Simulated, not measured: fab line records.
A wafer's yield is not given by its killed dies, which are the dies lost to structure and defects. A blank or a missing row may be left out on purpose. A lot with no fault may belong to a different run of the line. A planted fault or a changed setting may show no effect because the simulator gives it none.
fab line records ; flow nand_harc
[record] lots = 5; wafers = 15; last_day = 32
route steps=1302 shown P_BONDPAD@357 A_ZERO_WELL@390 END@1302
lots untouched by any fault: they come from a run of this same line in which no faults occurred
start_h: start of the lot's first displayed wafer, in hours after the record's first day ; wait_h: hours since the lot's step before ; " repeats the value in the row above ; L1.1+2: one row covering several wafers at once ; - either no value or no given start ; * or withheld: withheld ; < > ~ a bound
route shown NAME@n: a module of which the file shows steps, and the number in the route of the first ; usual: mean/standard deviation of fault-free wafers ; same: alike in all rows ; chamber/n: place in a boat ; sites: per-site readings ; _std_site: how widely they spread, as a standard deviation ; _edge_site: mean of outer sites minus mean of inner sites ; radius_mm: how far each site lies from the wafer's centre ; mask NAME#n: copy n ; behind: the most recent tool/chamber to have shaped the wafer ; hold: what put the lot on hold/how long, in hours/how the hold closed ; device: the n, p or np transistor that did not switch ; end of line: the tests these same wafers got at the end of their route ; a step without rows: its recipe alone ; killed: dies that structure and defects cost at the first sort, which is not the same as the wafer's yield ; map: a wafer's dies, x killed, . not, _ none there
set.NAME: the setting as run; set.NAME@STEP: as run at that earlier step ; model.NAME: the simulator's own value behind a step, which no gauge read
certain route steps with their lots: each step a table, each wafer a row
services: the hour from which a tool's chamber was out of use, counted from the record's first day as start_h (under 0 if before that day), plus the number of hours and why
[[steps]]
[step NHARC_P_BONDPAD_COAT_36]
[recipe] temp_c = 200; time_s = 65
[step NHARC_P_BONDPAD_COAT_03]
[recipe] spin_rpm = 2000; resist_thk_nm = 600
[step NHARC_P_BONDPAD_SOFTBAKE_04]
[recipe] temp_c = 125; time_s = 70
[step NHARC_P_BONDPAD_EBR_05]
[step NHARC_P_BONDPAD_EXPOSE_06]
[recipe] na = 0.55; dose_mj = 37.06; mask_id = P_BPAD
[step NHARC_P_BONDPAD_PEB_07]
[recipe] peb_temp_c = 128; peb_time_s = 80
[step NHARC_P_BONDPAD_DEVELOP_08]
[recipe] time_s = 50; dev_temp_c = 22
[step NHARC_P_BONDPAD_CD_MEAS_09]
[recipe] target_cd_nm = 500; landing_energy_ev = 500
[usual] cd_nm = 500.2/2.6
lot.wafer;tool;chamber;start_h;wait_h;cd_nm
L700.3;cd_sem-03;0;141.57;-;497.1
L700.4;cd_sem-03;0;141.57;-;501.6
L700.6;cd_sem-03;0;141.57;-;504.0
L701.1;cd_sem-03;0;151.69;-;499.2
L701.3;cd_sem-03;0;151.69;-;499.4
L701.4;cd_sem-03;0;151.69;-;498.9
L710.4;cd_sem-02;0;242.12;-;501.3
L710.5;cd_sem-02;0;242.12;-;501.4
L710.6;cd_sem-02;0;242.12;-;497.2
L714.1;cd_sem-01;0;285.57;-;502.1
L714.5;cd_sem-01;0;285.57;-;502.7
L714.6;cd_sem-01;0;285.57;-;500.6
L722.4;cd_sem-01;0;359.40;-;497.3
L722.5;cd_sem-01;0;359.40;-;502.5
L722.6;cd_sem-01;0;359.40;-;498.0
[step NHARC_P_BONDPAD_OVL_MEAS_38]
[usual] overlay_x_nm = 0/5.6; overlay_y_nm = -3/6
lot.wafer;tool;chamber;start_h;wait_h;overlay_x_nm;overlay_y_nm
L700.3;overlay-02;-;141.66;-;-4;1
L700.4;overlay-02;-;141.66;-;-4;1
L700.6;overlay-02;-;141.66;-;-4;1
L701.1;overlay-02;-;151.78;-;4;1
L701.3;overlay-02;-;151.78;-;5;1
L701.4;overlay-02;-;151.78;-;4;1
L710.4;overlay-01;-;242.20;-;-10;4
L710.5;overlay-01;-;242.20;-;-10;5
L710.6;overlay-01;-;242.20;-;-10;4
L714.1;overlay-02;-;285.66;-;11;5
L714.5;overlay-02;-;285.66;-;11;6
L714.6;overlay-02;-;285.66;-;10;6
L722.4;overlay-01;-;359.48;-;-1;2
L722.5;overlay-01;-;359.48;-;-1;2
L722.6;overlay-01;-;359.48;-;-1;2
[step NHARC_P_BONDPAD_HARDBAKE_10]
[recipe] temp_c = 118; time_s = 65
[step NHARC_P_BONDPAD_DESCUM_11]
[recipe] time_s = 3; o2_flow_sccm = 200; ar_flow_sccm = 0; bias_power_w = 0; chemistry = O2
[step NHARC_P_BONDPAD_ETCH_37]
[recipe] target_depth_a = 600; overetch_a = 180; time_s = 65.91; ion_energy_ev = 200; n2_flow_sccm = 150; h2_flow_sccm = 150; ar_flow_sccm = 0; rf_w = 400; bias_w = 150; chemistry = N2/H2
[step NHARC_P_BONDPAD_ETCH_12]
[recipe] target_depth_a = 2000; time_s = 100; chf3_flow_sccm = 50; o2_flow_sccm = 10; ar_flow_sccm = 200; rf_w = 500; bias_w = 200; chemistry = CHF3/O2
[usual] drypump_motor_current_A = 5.6/0.47; oes_product_au = 0.946/0.024; rf_vpp_V = 371.3/2.8; showerhead_plenum_p_Torr = 2.44/0.12; throttle_valve_pct = 20.573/0.0093
lot.wafer;tool;chamber;start_h;wait_h;drypump_motor_current_A;oes_product_au;rf_hours_counter_h;rf_vpp_V;showerhead_plenum_p_Torr;throttle_valve_pct
L700.3;rie_diel-08;2;141.95;-;4.6;0.941;10;369.7;2.31;20.590
L700.4;rie_diel-08;1;141.95;-;6.2;0.945;10;369.7;2.43;20.564
L700.6;rie_diel-08;2;141.95;-;4.6;0.938;-;368.3;2.30;20.565
L701.4;rie_diel-12;3;152.09;-;5.7;0.980;1;373.8;2.56;20.577
L701.1;rie_diel-12;0;152.09;-;4.9;0.984;1;374.7;2.58;20.580
L701.3;rie_diel-12;1;152.09;-;6.1;0.974;1;375.1;2.52;20.584
L710.4;rie_diel-12;0;242.50;-;4.9;0.967;3;374.0;2.57;20.569
L710.6;rie_diel-12;0;242.50;-;4.9;0.970;-;373.5;2.57;20.578
L710.5;rie_diel-12;1;242.50;-;6.2;0.972;-;373.8;2.52;20.557
L714.1;rie_diel-12;3;286.05;0.1;5.7;0.922;0;373.7;2.56;20.562
L714.6;rie_diel-12;3;286.05;0.1;5.7;0.921;-;375.1;2.56;20.569
L714.5;rie_diel-12;2;286.05;0.1;5.4;0.949;-;373.4;2.55;20.595
L722.4;rie_diel-08;1;359.81;-;6.3;0.903;9;370.3;2.42;20.580
L722.6;rie_diel-08;2;359.81;-;4.6;0.931;-;367.3;2.30;20.566
L722.5;rie_diel-08;3;359.81;-;5.7;0.914;-;370.5;2.40;20.576
[step NHARC_P_BONDPAD_CD_MEAS_13]
[usual] cd_nm = 500.1/2.8
lot.wafer;tool;chamber;start_h;wait_h;cd_nm
L700.3;cd_sem-01;-;142.10;-;497.5
L700.4;cd_sem-01;-;142.10;-;501.0
L700.6;cd_sem-01;-;142.10;-;504.5
L701.1;cd_sem-03;-;152.21;-;498.4
L701.3;cd_sem-03;-;152.21;-;501.1
L701.4;cd_sem-03;-;152.21;-;498.6
L710.4;cd_sem-01;-;242.64;-;501.8
L710.5;cd_sem-01;-;242.64;-;502.7
L710.6;cd_sem-01;-;242.64;-;497.0
L714.1;cd_sem-01;-;286.24;0.2;502.0
L714.5;cd_sem-01;-;286.24;0.2;502.9
L714.6;cd_sem-01;-;286.24;0.2;499.7
L722.4;cd_sem-01;-;359.93;-;497.0
L722.5;cd_sem-01;-;359.93;-;501.4
L722.6;cd_sem-01;-;359.93;-;495.6
[step NHARC_P_BONDPAD_STRIP_15]
[recipe] o2_flow_sccm = 500; ar_flow_sccm = 0; bias_w = 0; chemistry = O2
[step NHARC_P_BONDPAD_ETCH_24]
[recipe] target_depth_a = 300; over_etch_frac = 0.3; time_s = 72.99; ion_energy_ev = 150; cf4_flow_sccm = 50; n2_flow_sccm = 100; ar_flow_sccm = 150; rf_w = 300; bias_w = 100; chemistry = CF4/N2
[usual] drypump_motor_current_A = 5.5/0.46; oes_product_au = 1.001/0.012; rf_vpp_V = 314.6/2.4; showerhead_plenum_p_Torr = 2.65/0.14; throttle_valve_pct = 19.793/0.0097
lot.wafer;tool;chamber;start_h;wait_h;drypump_motor_current_A;oes_product_au;rf_hours_counter_h;rf_vpp_V;showerhead_plenum_p_Torr;throttle_valve_pct
L700.3;rie_diel-05;3;142.35;0.1;5.3;0.998;3.6;312.4;2.49;19.794
L700.4;rie_diel-05;3;142.35;0.1;5.3;1.006;-;311.8;2.49;19.791
L700.6;rie_diel-05;1;142.35;0.1;5.1;1.013;-;315.8;2.73;19.804
L701.1;rie_diel-05;1;152.47;0.1;5.1;0.997;4.7;316.8;2.73;19.786
L701.3;rie_diel-05;2;152.47;0.1;5.7;0.997;4.3;311.1;2.46;19.793
L701.4;rie_diel-05;3;152.47;0.1;5.3;1.008;-;311.9;2.49;19.797
L710.4;rie_diel-12;0;-;-;4.9;1.001;3.5;317.9;2.81;19.785
L710.5;rie_diel-12;3;-;-;5.7;1.001;-;317.9;2.79;19.801
L710.6;rie_diel-12;0;-;-;4.9;1.005;-;316.2;2.81;19.804
L714.1;rie_diel-05;3;-;-;5.3;0.981;2.2;311.3;2.49;19.805
L714.6;rie_diel-05;2;-;-;5.8;0.998;-;309.7;2.45;19.772
L714.5;rie_diel-05;3;-;-;5.3;0.976;-;312.8;2.49;19.783
L722.4;rie_diel-05;2;-;-;5.8;1.011;5.8;310.2;2.45;19.799
L722.5;rie_diel-05;0;-;-;6.3;1.012;-;315.6;2.67;19.790
L722.6;rie_diel-05;1;-;-;5.1;1.010;-;316.0;2.73;19.795
[step NHARC_P_BONDPAD_STRIP_16]
[recipe] time_s = 600; temp_c = 30; chemistry = post_etch_residue_remover
[step NHARC_P_BONDPAD_DEGAS_25]
[recipe] temp_c = 300; time_s = 60
[usual] heater_power_w = 473/60
lot.wafer;tool;chamber;start_h;wait_h;heater_power_w
L700.4;pvd_sputter-02;-;142.81;-;424
L700.3;pvd_sputter-02;-;142.81;-;440
L700.6;pvd_sputter-02;-;142.81;-;442
L701.3;pvd_sputter-03;-;152.88;-;501
L701.4;pvd_sputter-03;-;152.88;-;335
L701.1;pvd_sputter-03;-;152.88;-;462
L710.4;pvd_sputter-01;-;243.26;-;439
L710.6;pvd_sputter-01;-;243.26;-;433
L710.5;pvd_sputter-01;-;243.26;-;473
L714.1;pvd_sputter-01;-;286.89;-;447
L714.6;pvd_sputter-01;-;286.89;-;534
L714.5;pvd_sputter-01;-;286.89;-;433
L722.4;pvd_sputter-03;-;360.56;-;360
L722.5;pvd_sputter-03;-;360.56;-;499
L722.6;pvd_sputter-03;-;360.56;-;450
[step NHARC_P_BONDPAD_PRE_CLEAN_26]
[recipe] time_s = 30; temp_c = 280; gas = H2/He
[usual] heater_power_w = 416/55
lot.wafer;tool;chamber;start_h;wait_h;heater_power_w
L700.4;pvd_sputter-02;-;-;-;367
L700.3;pvd_sputter-02;-;-;-;553
L700.6;pvd_sputter-02;-;-;-;396
L701.1;pvd_sputter-03;-;-;-;448
L701.3;pvd_sputter-03;-;-;-;301
L701.4;pvd_sputter-03;-;-;-;391
L710.4;pvd_sputter-01;-;-;-;384
L710.6;pvd_sputter-01;-;-;-;376
L710.5;pvd_sputter-01;-;-;-;468
L714.1;pvd_sputter-01;-;-;-;378
L714.5;pvd_sputter-01;-;-;-;463
L714.6;pvd_sputter-01;-;-;-;380
L722.4;pvd_sputter-03;-;-;-;408
L722.6;pvd_sputter-03;-;-;-;437
L722.5;pvd_sputter-03;-;-;-;315
[step NHARC_P_BONDPAD_PVD_17]
[recipe] target_thk_a = 50; bias_v = 168.6; power_w = 15000; chamber_pressure_pa = 0.12; time_s = 8.06; substrate_temp_c = 50; material = TaN
[usual] throttle_valve_pct = 30.1/1.2
lot.wafer;tool;chamber;start_h;wait_h;throttle_valve_pct
L700.3;pvd_sputter-02;-;-;-;31.4
L700.4;pvd_sputter-02;-;-;-;28.4
L700.6;pvd_sputter-02;-;-;-;29.9
L701.4;pvd_sputter-03;-;-;-;31.0
L701.3;pvd_sputter-03;-;-;-;31.1
L701.1;pvd_sputter-03;-;-;-;32.1
L710.4;pvd_sputter-01;-;-;-;30.7
L710.5;pvd_sputter-01;-;-;-;29.7
L710.6;pvd_sputter-01;-;-;-;30.2
L714.1;pvd_sputter-01;-;-;-;30.7
L714.6;pvd_sputter-01;-;-;-;29.8
L714.5;pvd_sputter-01;-;-;-;30.5
L722.4;pvd_sputter-03;-;-;-;30.7
L722.5;pvd_sputter-03;-;-;-;28.2
L722.6;pvd_sputter-03;-;-;-;30.6
[step NHARC_P_BONDPAD_PVD_27]
[recipe] target_thk_a = 300; chamber_pressure_pa = 5; power_w = 5000; substrate_temp_c = 30; time_s = 20.49; material = Cu
[step NHARC_P_BONDPAD_ECD_18]
[recipe] target_thk_a = 4000; bath_temp_c = 25; material = Cu
[step NHARC_P_BONDPAD_ANNEAL_28]
[recipe] temp_c = 225; time_s = 90
[step NHARC_P_BONDPAD_CMP_19]
[recipe] t_overpolish_s = 30; cu_recess_touch_s = 16; target_thk_nm = 160.81
[step NHARC_P_BONDPAD_THK_MEAS_20]
[recipe] thk_meas_gauge = xrf
[usual] thk_nm = 160.4/2.1
lot.wafer;tool;chamber;start_h;wait_h;thk_nm
L700.3;film_metro-02;-;144.19;-;161.4
L700.4;film_metro-02;-;144.19;-;161.1
L700.6;film_metro-02;-;144.19;-;161.0
L701.1;film_metro-01;-;154.30;-;160.1
L701.3;film_metro-01;-;154.30;-;160.9
L701.4;film_metro-01;-;154.30;-;160.1
L710.4;film_metro-01;-;244.66;-;160.5
L710.5;film_metro-01;-;244.66;-;157.8
L710.6;film_metro-01;-;244.66;-;160.0
L714.1;film_metro-02;-;288.26;-;160.4
L714.5;film_metro-02;-;288.26;-;157.3
L714.6;film_metro-02;-;288.26;-;157.5
L722.4;film_metro-02;-;361.95;-;157.4
L722.5;film_metro-02;-;361.95;-;158.1
L722.6;film_metro-02;-;361.95;-;159.3
[step NHARC_P_BONDPAD_SRD_21]
[recipe] time_s = 30; temp_c = 23; dry_time_s = 20; spin_rpm = 1500
[step NHARC_P_BONDPAD_ACTIVATE_29]
[recipe] time_s = 60; n2_flow_sccm = 200; ar_flow_sccm = 0; bias_power_w = 0; chemistry = N2
[usual] drypump_motor_current_A = 5.5/0.46; oes_product_au = 1.003/0.013; rf_vpp_V = 64.5/0.89; showerhead_plenum_p_Torr = 1.82/0.091
lot.wafer;tool;chamber;start_h;wait_h;drypump_motor_current_A;oes_product_au;rf_hours_counter_h;rf_vpp_V;showerhead_plenum_p_Torr
L700.4;rie_diel-12;3;144.51;0.1;5.7;1.014;0.7;63.3;1.89
L700.3;rie_diel-12;0;144.51;0.1;4.9;1.010;0.7;63.8;1.90
L700.6;rie_diel-12;1;144.51;0.1;6.1;1.022;-;64.4;1.86
L701.3;rie_diel-12;0;154.58;0.1;4.9;1.012;0.9;64.8;1.90
L701.4;rie_diel-12;1;154.58;0.1;6.2;1.019;0.9;64.8;1.86
L701.1;rie_diel-12;2;154.58;0.1;5.4;1.023;1.1;63.7;1.88
L710.4;rie_diel-12;0;244.93;0.1;4.9;0.995;3.5;65.0;1.90
L710.5;rie_diel-12;3;244.93;0.1;5.7;0.997;-;65.3;1.89
L710.6;rie_diel-12;0;244.93;0.1;4.9;1.011;-;65.6;1.90
L714.1;rie_diel-12;2;288.56;0.1;5.4;1.009;0.4;64.6;1.88
L714.5;rie_diel-12;3;288.56;0.1;5.7;0.973;-;64.0;1.89
L714.6;rie_diel-12;2;288.56;0.1;5.4;1.009;-;64.9;1.88
L722.4;rie_diel-05;2;362.25;0.1;5.7;1.000;5.8;63.1;1.64
L722.5;rie_diel-05;3;362.25;0.1;5.3;1.006;-;61.9;1.67
L722.6;rie_diel-05;0;362.25;0.1;6.3;1.010;-;64.2;1.80
[step NHARC_P_BONDPAD_PRECLEAN_30]
[recipe] time_s = 300; temp_c = 23; chemistry = DIW
[step NHARC_P_BONDPAD_SRD_31]
[recipe] time_s = 30; temp_c = 23; dry_time_s = 20; spin_rpm = 1500
[step NHARC_A_ZERO_WELL_PRECLEAN_00]
[recipe] time_s = 600; temp_c = 120; chemistry = SPM
[step NHARC_A_ZERO_WELL_SRD_01]
[step NHARC_A_ZERO_WELL_DEHYDRATE_02]
[recipe] temp_c = 150; time_s = 120
[step NHARC_A_ZERO_WELL_HMDS_03]
[recipe] time_s = 30
[step NHARC_A_ZERO_WELL_COAT_18]
[recipe] temp_c = 200; time_s = 65
[step NHARC_A_ZERO_WELL_COAT_04]
[recipe] spin_rpm = 2000; resist_thk_nm = 600
[step NHARC_A_ZERO_WELL_SOFTBAKE_05]
[recipe] temp_c = 125; time_s = 70
[step NHARC_A_ZERO_WELL_EBR_06]
[step NHARC_A_ZERO_WELL_EXPOSE_07]
[recipe] na = 0.55; dose_mj = 33.85; mask_id = A_ZERO
[step NHARC_END_SORT_01]
[recipe] temp_c = 25
[usual] defect_limited_yield = 92.7/2.6; killed_at_array = 45/18; killed_at_other = 0.9/1.3; killed_at_periphery = 3.7/2.2; killed_dies = 50/18; killed_open = 3.2/1.9; killed_short = 2.4/1.6; sort_bin_2_pct = 2.5/1.1; sort_bin_3_pct = 0.6/0.36; sort_bin_4_pct = 4.3/1.5; sort_n_pass = 627/18; sort_rim_yield_pct = 92/4.3; sort_yield_pct = 92.7/2.6
[same] gross_dies = 677; sort_bin_5_pct[%] = 0; sort_bin_6_pct[%] = 0; sort_bin_7_pct[%] = 0; sort_bin_8_pct[%] = 0; sort_rim_n_gross = 106.00
lot.wafer;tool;chamber;start_h;wait_h;defect_limited_yield[%];killed_at_array;killed_at_other;killed_at_periphery;killed_dies;killed_open;killed_short;sort_bin_2_pct[%];sort_bin_3_pct[%];sort_bin_4_pct[%];sort_n_pass;sort_rim_yield_pct[%];sort_yield_pct[%]
L700.3;prober-01;0;563.59;3.1;92.9;47;0;1;48;1;3;2.5;0.7;3.8;629;98;92.9
L700.4;prober-01;0;564.40;3.4;94.7;30;1;5;36;0;3;2.1;0.4;2.8;641;89;94.7
L700.6;prober-01;0;566.02;4.0;92.0;50;0;4;54;3;5;2.7;0.7;4.6;623;93;92.0
L701.1;prober-01;0;578.37;2.5;95.7;26;0;3;29;2;6;1.6;0.4;2.2;648;92;95.7
L701.3;prober-01;0;579.97;3.1;93.5;41;1;2;44;4;4;1.6;0.3;4.6;633;90;93.5
L701.4;prober-01;0;580.77;3.4;91.7;55;0;1;56;8;6;3.1;0.3;4.9;621;93;91.7
L710.6;prober-02;0;680.45;3.9;89.8;64;0;5;69;1;5;3.4;0.7;6.1;608;87;89.8
L714.5;prober-01;0;703.75;3.7;79.9;70;2;64;136;3;4;7.4;2.8;9.9;541;97;79.9
// killed by level:class
L700.3 A_CHANNEL_HOLE_D2:chamber_film_flake=32 A_CONTACT:chamber_film_flake=3 A_CHANNEL_HOLE_D1:chamber_film_flake=2 A_CHANNEL_FILL_D1:chamber_film_flake=2 A_STAIRCASE:chamber_film_flake=2 A_WL_FILL:chamber_film_flake=2 A_ONON_D1:geometric_particle:short=1 A_CHANNEL_FILL_D1:geometric_particle:short=1
L700.4 A_CHANNEL_HOLE_D2:chamber_film_flake=12 A_WL_FILL:chamber_film_flake=9 A_CHANNEL_FILL_D1:chamber_film_flake=3 P_M1:chamber_film_flake=2 A_STAIRCASE:chamber_film_flake=2 P_GATE:geometric_particle:short=1 A_DECK1_JOINT:geometric_particle:short=1 A_ONON_D2:geometric_particle:short=1
L700.6 A_CHANNEL_HOLE_D2:chamber_film_flake=34 P_STI:geometric_particle:short=2 A_CHANNEL_FILL_D1:geometric_particle:short=2 A_CHANNEL_HOLE_D1:chamber_film_flake=2 A_CHANNEL_FILL_D1:chamber_film_flake=2 A_STAIRCASE:chamber_film_flake=2 A_WL_FILL:chamber_film_flake=2 A_CONTACT:chamber_film_flake=2
L701.1 A_SLIT:chamber_film_flake=12 A_CHANNEL_FILL_D1:geometric_particle:short=3 A_DECK1_JOINT:chamber_film_flake=2 A_CHANNEL_HOLE_D2:chamber_film_flake=2 A_WL_FILL:chamber_film_flake=2 P_GATE:geometric_particle:open=1 A_ONON_D1:geometric_particle:short=1 A_ONON_D1:geometric_particle:open=1
L701.3 A_SLIT:chamber_film_flake=16 A_CHANNEL_HOLE_D2:chamber_film_flake=9 A_CONTACT:chamber_film_flake=6 A_CHANNEL_FILL_D2:geometric_particle:open=2 A_CHANNEL_FILL_D2:chamber_film_flake=2 P_STI:geometric_particle:short=1 P_M1:geometric_particle:short=1 A_ONON_D2:geometric_particle:open=1
L701.4 A_SLIT:chamber_film_flake=29 A_CHANNEL_HOLE_D2:chamber_film_flake=7 A_CONTACT:chamber_film_flake=5 A_M0:geometric_particle:open=4 A_SOURCE_PLATE:geometric_particle:short=2 A_SOURCE_PLATE:geometric_particle:open=2 A_M0:geometric_particle:short=2 P_M1:geometric_particle:open=1
L710.6 A_SLIT:chamber_film_flake=36 A_CHANNEL_HOLE_D1:chamber_film_flake=15 A_CONTACT:chamber_film_flake=4 P_GATE:chamber_film_flake=3 A_WL_FILL:geometric_particle:short=2 A_ONON_D1:geometric_particle:short=1 A_DECK1_JOINT:geometric_particle:short=1 A_STAIRCASE:geometric_particle:open=1
L714.5 P_BONDPAD:unspecified=61 A_CHANNEL_HOLE_D1:chamber_film_flake=33 A_CHANNEL_HOLE_D2:chamber_film_flake=14 A_CONTACT:chamber_film_flake=5 A_STAIRCASE:chamber_film_flake=4 A_SLIT:chamber_film_flake=3 A_ONON_D2:geometric_particle:open=2 A_CHANNEL_HOLE_D2:geometric_particle:short=2
// map L714.5 (x killed, . not)
____________.____________
_________......._________
_______..........._______
______........x....______
_____..............._____
____.....x..........x____
____..x..x...........____
___...................___
___....x..x....x...x.x___
__......xx...x....x....__
__..xx..xxxxxx.........__
_.......xxxx...x........_
_..x.x.xxxxxxxx..x......_
_.xxx.x.xxxxxx.xx.x.x..._
_x.xx.xxxxxxxxx........._
_.xxxx.xxxxxxxxx........_
.xxxxx.xxxxxxxxx.........
...xxxxxxxxxxxx..........
..xxxxx.x.xxxxx......x...
...x.x.....xxxx..........
...x.x.x...xx.........x..
_.....x....x.x.........._
_..x...................._
_......................._
_......................._
_............x.........._
__...x.................__
__.....................__
___.......x..x........___
___...................___
____.................____
____.................____
_____..............._____
______.............______
_______.......x..._______
_________......._________
____________.____________
// map L701.4 (x killed, . not)
____________x____________
_________......._________
_______........xxx_______
______.........x...______
_____........x......_____
____.............x...____
____..........x.x....____
___.....xx..........x.___
___.....x...........x.___
__.....xxxx.x..........__
__...x.xxxx........x.xx__
_.....x.x.xx............_
_.......xxxx.......x...._
_.......x.x............._
_........xx............._
_........x.......x......_
......x....x........x....
......x..x...........x...
...............x.........
.........................
.x..........x.x..........
_.........x............._
_......................._
_x......................_
_......................._
_......................._
__.....................__
__.....................__
___.x.................___
___...................___
____.................____
____.................____
_____..............._____
______............x______
_______..........._______
_________......._________
____________.____________
[[services]]
tool;chamber;start_h;hours;kind
rie_diel-05;0;133.13;20.5;repair
rie_diel-08;0;142.42;2.7;repair
pvd_sputter-03;-;170.00;10.0;pm
rie_diel-05;0;171.14;7.7;repair
rie_diel-05;3;173.18;4.9;repair
rie_diel-08;-;190.80;9.0;pm
pvd_sputter-03;-;207.45;4.8;repair
rie_diel-08;2;210.77;8.3;repair
rie_diel-08;1;212.70;6.9;repair
rie_diel-12;2;217.55;3.5;repair
rie_diel-08;2;220.33;8.0;repair
pvd_sputter-01;-;226.00;10.0;pm
rie_diel-05;-;229.60;9.0;pm
rie_diel-08;2;230.67;10.7;repair
pvd_sputter-02;-;248.26;4.3;repair
rie_diel-08;0;252.25;7.6;repair
rie_diel-05;3;259.35;5.6;repair
rie_diel-12;0;261.36;35.6;repair
rie_diel-12;-;268.40;9.0;pm
rie_diel-05;0;271.05;4.5;repair
pvd_sputter-02;-;283.59;10.0;pm
rie_diel-12;1;284.24;14.7;repair
rie_diel-12;2;290.30;5.6;repair
pvd_sputter-03;-;348.00;10.0;pm
[[key]]
[first_sign] step = NHARC_END_SORT_01; reading = killed_at_periphery; direction = up; sigmas = 27; usual = 3.7; struck = 64
[effect] step = NHARC_END_SORT_01; reading = defect_limited_yield; direction = down; sigmas = 4.9; usual = 92.7; struck = 79.9
[more_kills_born_at] NHARC_P_BONDPAD_ETCH_12@rie_diel-12 = 61
met_at NHARC_P_BONDPAD_ETCH_12
struck_wafers L714.5
[fault] kind = chamber_particle_source; tool = rie_diel-12; chamber = 2; onset_h = 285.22; steps = NHARC_P_BONDPAD_ETCH_12; rate_per_visit_cm2 = 0.37914; end_h = 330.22
